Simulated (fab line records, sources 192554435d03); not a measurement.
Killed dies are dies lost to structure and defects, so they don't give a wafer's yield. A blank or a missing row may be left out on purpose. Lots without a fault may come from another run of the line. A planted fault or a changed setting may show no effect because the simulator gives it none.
Split-lot experiment | flow n5_finfet | 7 lots, 21 wafers read, on a route of 1938 steps

THE SPLIT
At N5_FIN_SAQP_COAT_68 (time 60 s, resist thk 100 nm), the setting spin_rpm was moved away from the recipe's 1500 rpm on 7 of the 21 wafers read, by -10.9% to +7.0%. The other wafers ran this setting at the recipe's value.

The file shows no step between the split and the reading.

THE READING
SOC_of_FIN_SAQP_COAT_68.thk_nm (the simulator's own value, which no gauge read), in nm, at N5_FIN_SAQP_ETCH_69 (etches SOC in N2/H2, stops on SiNx, target depth 150 nm). The file gives no usual value for it. The 14 wafers here that ran the recipe average 4.7 nm, standard deviation 1.1 nm.

wafer  | tool, chamber at the split | spin_rpm as run, rpm | against the recipe | SOC_of_FIN_SAQP_COAT_68.thk_nm, nm | against lot-mates on the recipe
L075.1 | litho_track-05, 0          | 1605                 | +7.0%              | 2.6                                | -3.8
L075.2 | litho_track-05, 0          | 1500                 | recipe             | 6.4                                | -
L075.5 | litho_track-05, 0          | 1605                 | +7.0%              | 2.8                                | -3.6
L080.2 | litho_track-05, 0          | 1500                 | recipe             | 4.2                                | -
L080.5 | litho_track-05, 0          | 1500                 | recipe             | 2.4                                | -
L080.6 | litho_track-05, 0          | 1500                 | recipe             | 5.4                                | -
L081.1 | litho_track-05, 0          | 1605                 | +7.0%              | 2                                  | -2.6
L081.3 | litho_track-05, 0          | 1605                 | +7.0%              | 2.6                                | -2.0
L081.5 | litho_track-05, 0          | 1500                 | recipe             | 4.6                                | -
L084.1 | litho_track-02, 0          | 1577                 | +5.1%              | 4                                  | -2.0
L084.3 | litho_track-02, 0          | 1577                 | +5.1%              | 4                                  | -2.0
L084.2 | litho_track-02, 0          | 1500                 | recipe             | 6                                  | -
L088.2 | litho_track-03, 0          | 1500                 | recipe             | 4.2                                | -
L088.3 | litho_track-03, 0          | 1500                 | recipe             | 3.8                                | -
L088.5 | litho_track-03, 0          | 1500                 | recipe             | 5.2                                | -
L092.1 | litho_track-02, 0          | 1500                 | recipe             | 5                                  | -
L092.4 | litho_track-02, 0          | 1500                 | recipe             | 4.6                                | -
L092.5 | litho_track-02, 0          | 1337                 | -10.9%             | 11.8                               | +7.0
L096.1 | litho_track-03, 0          | 1500                 | recipe             | 4.8                                | -
L096.2 | litho_track-03, 0          | 1500                 | recipe             | 2.8                                | -
L096.3 | litho_track-03, 0          | 1500                 | recipe             | 5.8                                | -

THE FIT
A straight line over all 21 wafers: SOC_of_FIN_SAQP_COAT_68.thk_nm changes by -0.426 nm for each +1% of spin_rpm; r = -0.83; the points scatter about the line by 1.2 nm.
The same after taking each lot's own level away (the mean of its wafers on the recipe; 21 wafers): -0.51 nm for each +1%; r = -0.92; scatter 0.9 nm.
On that fit, the largest move of spin_rpm shifts the reading by 5.5 nm.
The lots' own levels span 4.00 to 6.40 nm, that is 2.2 times the standard deviation above.
So the lot-to-lot level changes the slope: the two fits differ.
Check: with one of the wafers moved furthest among these (-10.9%) left out of the fit, the line predicts +4.58 nm for it against its lot-mates. It came out at +7 nm against them.

OTHER SPLITS ON THESE WAFERS
These wafers also went through other splits before the reading. Each is held against what the fit with the lots' levels taken away leaves over:
other split on the same wafers | wafers away from the commonest value | r with SOC_of_FIN_SAQP_COAT_68.thk_nm (lot level and that fit taken away)
N5_WELL_APT_COAT_02 spin_rpm   | 7                                    | +0.03
N5_WELL_APT_PEB_06 peb_time_s  | 4                                    | -0.26
N5_WELL_APT_COAT_19 spin_rpm   | 7                                    | -0.01

THE WHOLE CHAIN: every reading that the file lists as answering this split, in the file's order
step                | what it does                                            | reading                                                                         | change (the file's fit)               | r (the file's)
N5_FIN_SAQP_COAT_68 | time 60 s, resist thk 100 nm                            | SOC_of_FIN_SAQP_COAT_68.thk_nm (the simulator's own value, which no gauge read) | -0.507 nm for each +1% of the setting | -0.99
N5_FIN_SAQP_ETCH_69 | etches SOC in N2/H2, stops on SiNx, target depth 150 nm | SOC_of_FIN_SAQP_COAT_68.thk_nm (the simulator's own value, which no gauge read) | -0.529 nm for each +1% of the setting | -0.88

THE FILE'S OWN FIT
SOC_of_FIN_SAQP_COAT_68.thk_nm changes by -0.529 nm for each +1% of spin_rpm, r = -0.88.
